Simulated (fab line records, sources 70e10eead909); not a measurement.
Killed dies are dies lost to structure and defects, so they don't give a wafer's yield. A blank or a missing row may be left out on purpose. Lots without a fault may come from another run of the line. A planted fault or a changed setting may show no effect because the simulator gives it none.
Which tool did it? | flow nand_harc | 13 lots, 39 wafers sampled, at 5 steps of a route of 1302

WHAT THE GAUGES READ, wafer by wafer
NHARC_END_SORT_01.
lot  | measured     | on        | defect_limited_yield (%) | killed_at_array | killed_at_other | killed_at_periphery | killed_dies | killed_open | killed_short
L689 | day 26 00:58 | prober-02 | 88.5 90.7 88.5           | 71 58 67        | 1 2 7           | 6 3 4               | 78 63 78    | 3 2 6       | 2 2 1
L703 | day 31 18:37 | prober-02 | 2.1 0.3 1.2              | 79 83 78        | 584 590 591     | 0 2 0               | 663 675 669 | 2 4 3       | 2 4 3
L706 | day 33 06:40 | prober-02 | 92.2                     | 45              | 3               | 5                   | 53          | 1           | 0

WHICH TOOL RAN EACH LOT (tool, then ch and the chambers of the sampled wafers, then the start)
lot  | NHARC_A_BONDPAD_CMP_19        | NHARC_HYBRID_BOND_ACTIVATE_00      | NHARC_THIN_TSV_DEP_43           | NHARC_THIN_TSV_ETCH_59
L685 | cmp-04 ch 0,2,3, day 23 06:56 | rie_diel-06 ch 0,1, day 23 07:32   | pecvd-01 ch 1,2, day 23 18:49   | rie_metal-02 ch 0,1, day 24 01:58
L687 | cmp-01 ch 1,2,3, day 24 12:58 | rie_diel-06 ch 0,1,3, day 24 13:34 | pecvd-04 ch 0,1, day 25 00:59   | rie_metal-02 ch 1, day 25 07:56
L689 | cmp-04 ch 0,1,2, day 24 16:25 | rie_diel-06 ch 1,2,3, day 24 17:00 | pecvd-01 ch 2, day 25 05:22     | rie_metal-01 ch 0,1, day 25 13:03
L690 | cmp-01 ch 0,1,3, day 25 08:28 | rie_diel-06 ch 0,3, day 25 09:01   | pecvd-04 ch 0,1, day 25 20:25   | rie_metal-01 ch 0,1, day 26 03:28
L694 | cmp-01 ch 0,1,2, day 27 00:48 | rie_diel-13 ch 0,1,3, day 27 01:20 | pecvd-02 ch 0,1, day 27 14:49   | rie_metal-03 ch 0,1, day 27 21:55
L695 | cmp-04 ch 0,1, day 28 23:04   | rie_diel-03 ch 0,2,3, day 28 23:42 | pecvd-02 ch 0,1, day 29 11:20   | rie_metal-02 ch 0,1, day 29 18:11
L702 | cmp-03 ch 0,1,3, day 29 13:46 | rie_diel-06 ch 2,3, day 29 14:21   | pecvd-04 ch 1,2, day 30 01:49   | rie_metal-03 ch 0,1, day 30 09:37
L701 | cmp-03 ch 0,2, day 29 21:42   | rie_diel-13 ch 0,3, day 29 22:17   | pecvd-04 ch 0,2, day 30 10:07   | rie_metal-01 ch 0,1, day 30 16:57
L703 | cmp-03 ch 0,2, day 30 17:39   | rie_diel-06 ch 0,1,2, day 30 18:16 | pecvd-02 ch 0,2, day 31 03:55   | rie_metal-01 ch 0, day 31 10:50
L704 | cmp-04 ch 0,1, day 31 13:52   | rie_diel-06 ch 0,3, day 31 14:27   | pecvd-04 ch 0,1,2, day 32 02:11 | rie_metal-03 ch 0,1, day 32 09:04
L705 | cmp-01 ch 0,2,3, day 31 16:42 | rie_diel-06 ch 0,2,3, day 31 17:18 | pecvd-02 ch 0,1,2, day 32 10:45 | rie_metal-01 ch 0,1, day 32 17:33
L706 | cmp-01 ch 1,3, day 32 01:34   | rie_diel-06 ch 0,1,2, day 32 02:12 | pecvd-04 ch 0,1,2, day 32 12:03 | rie_metal-03 ch 0,1, day 32 18:53
L708 | cmp-03 ch 0,2, day 33 02:41   | rie_diel-06 ch 0,2,3, day 33 03:16 | pecvd-01 ch 1,2, day 33 14:33   | rie_metal-03 ch 0, day 33 21:47
- NHARC_A_BONDPAD_CMP_19: polishes, t overpolish 30 s, cu recess touch 16 s, target thk 169.82 nm.
- NHARC_HYBRID_BOND_ACTIVATE_00: chemistry N2, time 60 s.
- NHARC_THIN_TSV_DEP_43: deposits SiO2, target thk 1328.5 nm.
- NHARC_THIN_TSV_ETCH_59: etches the open film in Cl2/BCl3, target depth 880 nm, time 138.1 s.

WHAT THE TOOLS THEMSELVES READ (means of the sampled wafers that have a number; where no wafer has one, the mark that the record gives instead)
NHARC_A_BONDPAD_CMP_19.
lot  | tool   | motor_current_A (A) | overpolish_run_s (s)
L685 | cmp-04 | 12.2                | 29.998
L687 | cmp-01 | 13.8                | 29.999
L689 | cmp-04 | 12.2                | 30.001
L690 | cmp-01 | 13.1                | 30.001
L694 | cmp-01 | 14.1                | 30.003
L695 | cmp-04 | 12.2                | 29.987
L702 | cmp-03 | 12.6                | 29.994
L701 | cmp-03 | 13.6                | 29.990
L703 | cmp-03 | 12.7                | 30.006
L704 | cmp-04 | 12.3                | 30.006
L705 | cmp-01 | 12.7                | 30.003
L706 | cmp-01 | 14.2                | 29.995
L708 | cmp-03 | 13.4                | 29.999

NHARC_HYBRID_BOND_ACTIVATE_00.
lot  | tool        | drypump_motor_current_A (A) | oes_product_au (a.u.) | rf_vpp_V (V) | showerhead_plenum_p_Torr (Torr)
L685 | rie_diel-06 | 6.1                         | 0.999                 | 63.0         | 1.64
L687 | rie_diel-06 | 5.7                         | 0.997                 | 63.1         | 1.68
L689 | rie_diel-06 | 5.6                         | 1.003                 | 64.4         | 1.76
L690 | rie_diel-06 | 5.7                         | 1.014                 | 64.7         | 1.72
L694 | rie_diel-13 | 5.6                         | 0.997                 | 63.6         | 1.74
L695 | rie_diel-03 | 5.9                         | 0.990                 | 63.8         | 1.70
L702 | rie_diel-06 | 5.4                         | 1.012                 | 64.5         | 1.80
L701 | rie_diel-13 | 5.4                         | 0.999                 | 63.5         | 1.76
L703 | rie_diel-06 | 5.9                         | 1.003                 | 64.2         | 1.71
L704 | rie_diel-06 | 6.0                         | 1.007                 | 62.9         | 1.68
L705 | rie_diel-06 | 5.8                         | 1.006                 | 64.4         | 1.76
L706 | rie_diel-06 | 5.9                         | 1.003                 | 63.5         | 1.71
L708 | rie_diel-06 | 5.8                         | 1.000                 | 63.9         | 1.76

NHARC_THIN_TSV_DEP_43.
lot  | tool     | mfc_precursor_sccm (sccm) | throttle_valve_pct (%)
L685 | pecvd-01 | 161.3                     | 16.0
L687 | pecvd-04 | 161.7                     | 16.0
L689 | pecvd-01 | 161.7                     | 16.3
L690 | pecvd-04 | 161.2                     | 15.7
L694 | pecvd-02 | 161.4                     | 16.4
L695 | pecvd-02 | 161.0                     | 16.5
L702 | pecvd-04 | 161.7                     | 16.4
L701 | pecvd-04 | 160.9                     | 16.3
L703 | pecvd-02 | 161.4                     | 16.9
L704 | pecvd-04 | 161.5                     | 16.3
L705 | pecvd-02 | 161.5                     | 16.9
L706 | pecvd-04 | 161.2                     | 16.2
L708 | pecvd-01 | 161.7                     | 15.9

NHARC_THIN_TSV_ETCH_59.
lot  | tool         | drypump_motor_current_A (A) | oes_product_au (a.u.) | throttle_valve_pct (%)
L685 | rie_metal-02 | 5.6                         | 1.004                 | 22.274
L687 | rie_metal-02 | 6.0                         | 0.997                 | 22.261
L689 | rie_metal-01 | 5.7                         | 1.000                 | 22.255
L690 | rie_metal-01 | 5.5                         | 0.996                 | 22.263
L694 | rie_metal-03 | 4.9                         | 0.992                 | 22.271
L695 | rie_metal-02 | 5.6                         | 1.016                 | 22.260
L702 | rie_metal-03 | 5.1                         | 0.998                 | 22.258
L701 | rie_metal-01 | 5.5                         | 1.011                 | 22.265
L703 | rie_metal-01 | 5.9                         | 0.937                 | 22.266
L704 | rie_metal-03 | 4.9                         | 1.012                 | 22.260
L705 | rie_metal-01 | 5.7                         | 0.959                 | 22.269
L706 | rie_metal-03 | 5.0                         | 0.997                 | 22.264
L708 | rie_metal-03 | 4.8                         | 1.001                 | 22.260

THE ANSWER, worked out from the rows above alone
Rule: what is usual is taken from the lots themselves. Put in order of their means at a reading, lots are off if they are a third of the lots or fewer, leave a main group of 4 or more, and stand apart from it by a gap of 3 or more times the standard deviation of the main group's means; of several such gaps the widest counts. A main group whose means are all the same, to the digits that the tables above print for the reading, isn't used. A lot without any number at a reading at which 4 lots or more have one is off too. The other lots that the step has rows for count as sound. The gauges are gone through in route order, then the tools' own readings, and for those a lot's mean is taken as printed above. The first step at which some lot is off is used, and at that step the reading that is off furthest; a lot without a number counts as furthest.
Off: L703, L705, at NHARC_THIN_TSV_ETCH_59 (oes_product_au). The main group: mean 1.002 a.u., standard deviation 0.0073.
A tool fits if, at that step or a process step before it, it ran every lot that is off, and no sound lot after the first of them. Can't be told from this: 2 tools fit, pecvd-02 at NHARC_THIN_TSV_DEP_43, rie_metal-01 at NHARC_THIN_TSV_ETCH_59.

WHAT THE SIMULATOR HAD PUT IN
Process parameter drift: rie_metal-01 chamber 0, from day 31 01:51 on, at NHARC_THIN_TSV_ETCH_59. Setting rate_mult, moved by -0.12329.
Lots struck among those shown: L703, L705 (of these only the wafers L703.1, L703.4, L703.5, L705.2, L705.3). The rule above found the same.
